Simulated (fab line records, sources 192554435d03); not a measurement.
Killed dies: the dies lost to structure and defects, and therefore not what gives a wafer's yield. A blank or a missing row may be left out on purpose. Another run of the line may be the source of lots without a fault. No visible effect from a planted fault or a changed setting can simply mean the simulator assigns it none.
Split-lot experiment + flow n5-finfet + on a route of 1938 steps: 7 lots, 39 wafers read

SPLIT DETAILS
At N5_BEOL_M5_HM_DEP_02 (deposits TiN, target thk 20 nm), the setting target-thk-a was moved away from the recipe's 200 angstrom on 12 of the 39 wafers read, by -15.5% to +41.4%. For the rest of the wafers, this setting stayed at what the recipe calls for.

FROM THE SPLIT TO THE READING: what the file shows between them, 4 steps
- N5_BEOL_M5_COAT_59: time 60 s, resist thk 60 nm
- N5_BEOL_M5_COAT_60: time 60 s, resist thk 12 nm
- N5_BEOL_M5_STRIP_73: strips in N2/H2
- N5_BEOL_M5_STRIP_64: strips in CF4

THE READING
etch.depth-nm (the simulator's own value, which no gauge read), in nm, at N5_BEOL_M5_HM_OPEN_17 (chemistry Cl2/BCl3, target TiN, target depth 20 nm, overetch 6 nm). The file does not state a usual value for it. Here, 27 wafers ran the recipe; their average is 19.93 nm with a standard deviation of 0.13 nm.

| wafer  | tool, chamber at the split | target-thk-a as run, angstrom | against the recipe | etch.depth-nm, nm | against lot-mates on the recipe |
|--------|----------------------------|-------------------------------|--------------------|-------------------|---------------------------------|
| L076.1 | pvd-sputter-02, -          | 169.1                         | -15.5%             | 16.94             | -3.06                           |
| L076.2 | pvd-sputter-02, -          | 169.1                         | -15.5%             | 16.99             | -3.01                           |
| L076.4 | pvd-sputter-02, -          | 169.1                         | -15.5%             | 16.99             | -3.01                           |
| L076.3 | pvd-sputter-02, -          | 200                           | recipe             | 20.06             | -                               |
| L076.6 | pvd-sputter-02, -          | 200                           | recipe             | 20.06             | -                               |
| L076.5 | pvd-sputter-02, -          | 200                           | recipe             | 19.89             | -                               |
| L079.1 | pvd-sputter-03, -          | 200                           | recipe             | 20.07             | -                               |
| L079.2 | pvd-sputter-03, -          | 200                           | recipe             | 20.1              | -                               |
| L079.3 | pvd-sputter-03, -          | 169                           | -15.5%             | 17.17             | -2.84                           |
| L079.4 | pvd-sputter-03, -          | 200                           | recipe             | 19.87             | -                               |
| L079.5 | pvd-sputter-03, -          | 169                           | -15.5%             | 16.79             | -3.22                           |
| L079.6 | pvd-sputter-03, -          | 169                           | -15.5%             | 16.8              | -3.21                           |
| L083.1 | pvd-sputter-02, -          | 200                           | recipe             | 19.82             | -                               |
| L083.2 | pvd-sputter-02, -          | 200                           | recipe             | 19.76             | -                               |
| L083.4 | pvd-sputter-02, -          | 200                           | recipe             | 19.65             | -                               |
| L087.1 | pvd-sputter-02, -          | 200                           | recipe             | 19.84             | -                               |
| L087.2 | pvd-sputter-02, -          | 282.8                         | +41.4%             | 26.46             | +6.53                           |
| L087.3 | pvd-sputter-02, -          | 200                           | recipe             | 20.11             | -                               |
| L087.4 | pvd-sputter-02, -          | 200                           | recipe             | 19.85             | -                               |
| L087.5 | pvd-sputter-02, -          | 282.8                         | +41.4%             | 26.47             | +6.54                           |
| L087.6 | pvd-sputter-02, -          | 282.8                         | +41.4%             | 24.99             | +5.06                           |
| L092.1 | pvd-sputter-01, -          | 200                           | recipe             | 19.79             | -                               |
| L092.2 | pvd-sputter-01, -          | 200                           | recipe             | 19.91             | -                               |
| L092.3 | pvd-sputter-01, -          | 200                           | recipe             | 19.66             | -                               |
| L092.4 | pvd-sputter-01, -          | 268.8                         | +34.4%             | 24.97             | +5.18                           |
| L092.5 | pvd-sputter-01, -          | 268.8                         | +34.4%             | 26.41             | +6.62                           |
| L092.6 | pvd-sputter-01, -          | 268.8                         | +34.4%             | 24.73             | +4.94                           |
| L091.1 | pvd-sputter-02, -          | 200                           | recipe             | 19.93             | -                               |
| L091.2 | pvd-sputter-02, -          | 200                           | recipe             | 19.98             | -                               |
| L091.3 | pvd-sputter-02, -          | 200                           | recipe             | 20.04             | -                               |
| L091.4 | pvd-sputter-02, -          | 200                           | recipe             | 19.87             | -                               |
| L091.5 | pvd-sputter-02, -          | 200                           | recipe             | 19.85             | -                               |
| L091.6 | pvd-sputter-02, -          | 200                           | recipe             | 20.01             | -                               |
| L095.1 | pvd-sputter-02, -          | 200                           | recipe             | 19.88             | -                               |
| L095.2 | pvd-sputter-02, -          | 200                           | recipe             | 20.11             | -                               |
| L095.4 | pvd-sputter-02, -          | 200                           | recipe             | 20.11             | -                               |
| L095.3 | pvd-sputter-02, -          | 200                           | recipe             | 19.98             | -                               |
| L095.5 | pvd-sputter-02, -          | 200                           | recipe             | 19.9              | -                               |
| L095.6 | pvd-sputter-02, -          | 200                           | recipe             | 19.95             | -                               |

THE FIT
A straight line over all 39 wafers: etch.depth-nm changes by +0.159 nm for each +1% of target-thk-a; r = +0.99; the points scatter about the line by 0.39 nm.
The same after taking each lot's own level away (the mean of its wafers on the recipe; 39 wafers): +0.161 nm for each +1%; r = +0.99; scatter 0.4 nm.
That fit puts the effect of the largest move of target-thk-a on the reading at 6.7 nm.
Measured against the standard deviation above, the lots' own levels, which go from 19.743 to 20.013 nm, span 2.1 times it.
Hence the lot-to-lot level has little effect on the slope; both slopes agree.
Check: for one of the wafers moved furthest among these (+41.4%), held out of the fit, the line's prediction against its lot-mates is +6.52 nm. Against them it came out at +6.53 nm.

FURTHER SPLITS ON THESE WAFERS
Other splits were also applied to these wafers ahead of the reading. Each is held against what the fit with the lots' levels taken away leaves over:
| other split on the same wafers                  | wafers away from the commonest value | r with etch.depth-nm (lot level and that fit taken away) |
|-------------------------------------------------|--------------------------------------|----------------------------------------------------------|
| N5_PMOS_HMC_CHANNEL_EPI_HM_DEP_34 target-thk-a  | 9                                    | +0.11                                                    |
| N5_HKMG_FIN_HK_ALD_01 ald-cycles                | 15                                   | +0.08                                                    |
| N5_MOL_CONTACT_COAG_VIA_ETCH_117 target-depth-a | 12                                   | -0.12                                                    |
| N5_BEOL_M0_DEP_125 target-thk-a                 | 15                                   | -0.14                                                    |

THE WHOLE CHAIN: every reading that the file lists as answering this split, in the file's order
| step                  | what it does                                                      | reading                                                                          | change (the file's fit)               | r (the file's) |
|-----------------------|-------------------------------------------------------------------|----------------------------------------------------------------------------------|---------------------------------------|----------------|
| N5_BEOL_M5_HM_DEP_02  | deposits TiN, target thk 20 nm                                    | TiN_of_BEOL_M5_HM_DEP_02.thk-nm (the simulator's own value, which no gauge read) | +0.202 nm for each +1% of the setting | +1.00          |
| N5_BEOL_M5_HM_OPEN_17 | chemistry Cl2/BCl3, target TiN, target depth 20 nm, overetch 6 nm | etch.depth-nm (the simulator's own value, which no gauge read)                   | +0.159 nm for each +1% of the setting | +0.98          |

FILE'S OWN FIT
etch.depth-nm changes by +0.159 nm for each +1% of target-thk-a, r = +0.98.
